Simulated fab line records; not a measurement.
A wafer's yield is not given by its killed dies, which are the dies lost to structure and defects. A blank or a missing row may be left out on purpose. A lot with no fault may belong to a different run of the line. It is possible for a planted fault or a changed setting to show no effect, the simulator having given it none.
A lot that was struck, set against a sound lot :: flow n5Finfet :: 39 steps out of a route of 1938
Sound: the wafers L990.2, L990.3, L990.6. Wafers L976.2, L976.3, L976.5 were the ones struck. Last of all comes the cause.
At each step with rows: each side's tool, then ch and its chambers, then its first start. Under that, the readings that differ: sound wafers :: struck wafers :: difference of the means :: sigmas: that difference in standard deviations of wafers without a fault.
alike: readings whose means differ by less than 2 such deviations, and words and numbers that are the same on both sides. not compared: withheld readings, readings that some wafer has no value for, bounds like >300 that may hide the same value, and numbers for which the record gives no deviation and whose values overlap.
The two part at a step that has a row with sigmas, a row that says differs or no value, or rows on one side only. Non-overlapping numbers with no deviation appear without sigmas and do not part them. A reading missing from all wafers of one side parts the sides only when that side holds two or more wafers.

first, 9 steps without rows for these wafers: N5_BEOL_M4_ANNEAL_95 (time 240 s); N5_BEOL_M4_SPUTTER_96 (material Cu, target thk 4.5 nm, time 8.29 s); N5_BEOL_M4_ECD_50 (material Cu, target thk 300 nm); N5_BEOL_M4_ANNEAL_51 (time 90 s); N5_BEOL_M4_CMP_52 (polishes, stops on SiOC, t overpolish 6.8 s, target thk 40 nm); N5_BEOL_M4_PRE_CLEAN_60 (time 15 s); N5_BEOL_M4_CO_CAP_55 (material Co, precursor CCTBA/H2, target thk 2 nm, time 102.1 s); N5_BEOL_M4_PRE_CLEAN_56 (time 15 s); N5_BEOL_M4_DEP_57 (deposits SiCN from 3MS/NH3, target thk 8 nm, time 14 s).
N5_BEOL_M4_RC_MEAS_101:
  sound on prober-02 ch 0, day 13 08:44; struck on prober-02 ch 0, day 9 20:08
  alike: DIBL_N, DIBL_P, IOFF_N, IOFF_P, ION_N, ION_P, SS_N, SS_P, VT_N, VT_P
then, 24 steps without rows for these wafers: N5_BEOL_M5_ILD_DEP_00 (deposits SiCOH lowk from DEMS/porogen, target thk 140.64 nm, time 25.9 s); N5_BEOL_M5_CURE_79 (cures SiCOH lowk, time 240 s); N5_BEOL_M5_PECVD_70 (deposits SiO2 from TEOS/O2, target thk 16 nm, time 18 s); N5_BEOL_M5_HM_DEP_02 (deposits TiN, target thk 20 nm); N5_BEOL_M5_COAT_59 (time 60 s, resist thk 60 nm); N5_BEOL_M5_COAT_60 (time 60 s, resist thk 12 nm); N5_BEOL_M5_COAT_71 (time 60 s, resist thk 5 nm); N5_BEOL_M5_COAT_05 (resist thk 30 nm); N5_BEOL_M5_EBR_07; N5_BEOL_M5_SOFTBAKE_06 (time 60 s); N5_BEOL_M5_EXPOSE_08 (exposes mask M5, target cd 28 nm); N5_BEOL_M5_PEB_09 (peb time 60 s); N5_BEOL_M5_DEVELOP_10 (develop time 30 s); N5_BEOL_M5_DESCUM_16 (chemistry O2, time 7 s); N5_BEOL_M5_ETCH_72 (etches underlayer in N2/H2, target depth 6.5 nm, time 5.2 s); N5_BEOL_M5_ETCH_61 (etches SiARC in CF4, target depth 15.6 nm, time 26 s); N5_BEOL_M5_ETCH_62 (etches SOC in N2/H2, target depth 75 nm, overetch 15 nm, time 112.5 s); N5_BEOL_M5_STRIP_63 (strips in N2/H2); N5_BEOL_M5_STRIP_73 (strips in N2/H2); N5_BEOL_M5_STRIP_64 (strips in CF4); N5_BEOL_M5_HM_OPEN_17 (chemistry Cl2/BCl3, target TiN, target depth 20 nm, overetch 6 nm); N5_BEOL_M5_STRIP_19 (strips in O2); N5_BEOL_M5_COAT_65 (time 60 s, resist thk 60 nm); N5_BEOL_M5_COAT_66 (time 60 s, resist thk 12 nm).
-- a jump in the record: the struck wafers' starts before and after are 3 days apart (it breaks off in module BEOL_M5 and resumes in module BEOL_M14, where the first step shown is number 1765 of the route) --
N5_BEOL_M14_ECD_47: material Cu, target thk 1248 nm.
  sound on ecdCu-01 ch 0,1, day 16 21:59; struck on ecdCu-01 ch 0,1, day 12 23:47
N5_BEOL_M14_CMP_49: polishes, stops on SiO2, t overpolish 5.2 s, target thk 560 nm.
  sound on cmp-02 ch 0,1,2, day 16 22:29; struck on cmp-04 ch 1,2,3, day 13 00:21
reading: timeToEndpointS (s)
sound: 117 115 125
struck: 10 9 12
difference: -109
sigmas: -23
  alike: motorCurrentA
  not compared: padLifeWafers
N5_BEOL_M14_THK_MEAS_50: measures by xrf.
  sound: filmMetro-01 at day 16 22:47; struck: filmMetro-01 at day 13 00:34
reading: M14_THK (nm)
sound: 561 560 546
struck: - - -
difference: no value on the struck wafers
sigmas: 
N5_BEOL_M14_RS_MEAS_54: uses a four-point probe to measure.
  sound: filmMetro-01 at day 16 22:55; struck: filmMetro-02 at day 13 00:42
reading: M14_RS (ohm/sq)
sound: 0.0329 0.0328 0.0336
struck: 32.528 31.924 32.104
difference: +32.152
sigmas: +99 or more
N5_PASSIVATION_PROBE_49:
  sound: prober-02 at day 17 20:51; struck: prober-02 at day 13 19:57
reading: defectLimitedYield (%)
sound: 90.1 88.6 90.6
struck: 0 0 0
difference: -90
sigmas: -60

reading: killed_at_M0_to_M3
sound: 51 71 56
struck: 32 31 24
difference: -30
sigmas: -3

reading: killed_at_M4_up
sound: 12 9 10
struck: 1105 1099 1094
difference: +1089
sigmas: +99 or more

reading: killedDies
sound: 117 135 111
struck: 1180 1180 1180
difference: +1059
sigmas: +62

reading: killedOnRim
sound: 13 20 11
struck: 152 152 152
difference: +137
sigmas: +35

reading: sort_bin_5_function (%)
sound: 6.4 6.8 5.3
struck: 97.4 96.4 97.0
difference: +90.8
sigmas: +93

reading: sortNPass
sound: 1063 1045 1069
struck: 0 0 0
difference: -1059
sigmas: -62

reading: sortYieldPct (%)
sound: 90.1 88.6 90.6
struck: 0 0 0
difference: -90
sigmas: -60
  alike: killedAtContacts, killedAtFrontEnd, killedAtOther, killedOpen, killedShort, sort_bin_6_memory, sort_bin_8_speed

## WHERE THEY PART
Last at N5_PASSIVATION_PROBE_49 as far as this record goes, first at N5_BEOL_M14_CMP_49.

WHY: what the simulator had put in
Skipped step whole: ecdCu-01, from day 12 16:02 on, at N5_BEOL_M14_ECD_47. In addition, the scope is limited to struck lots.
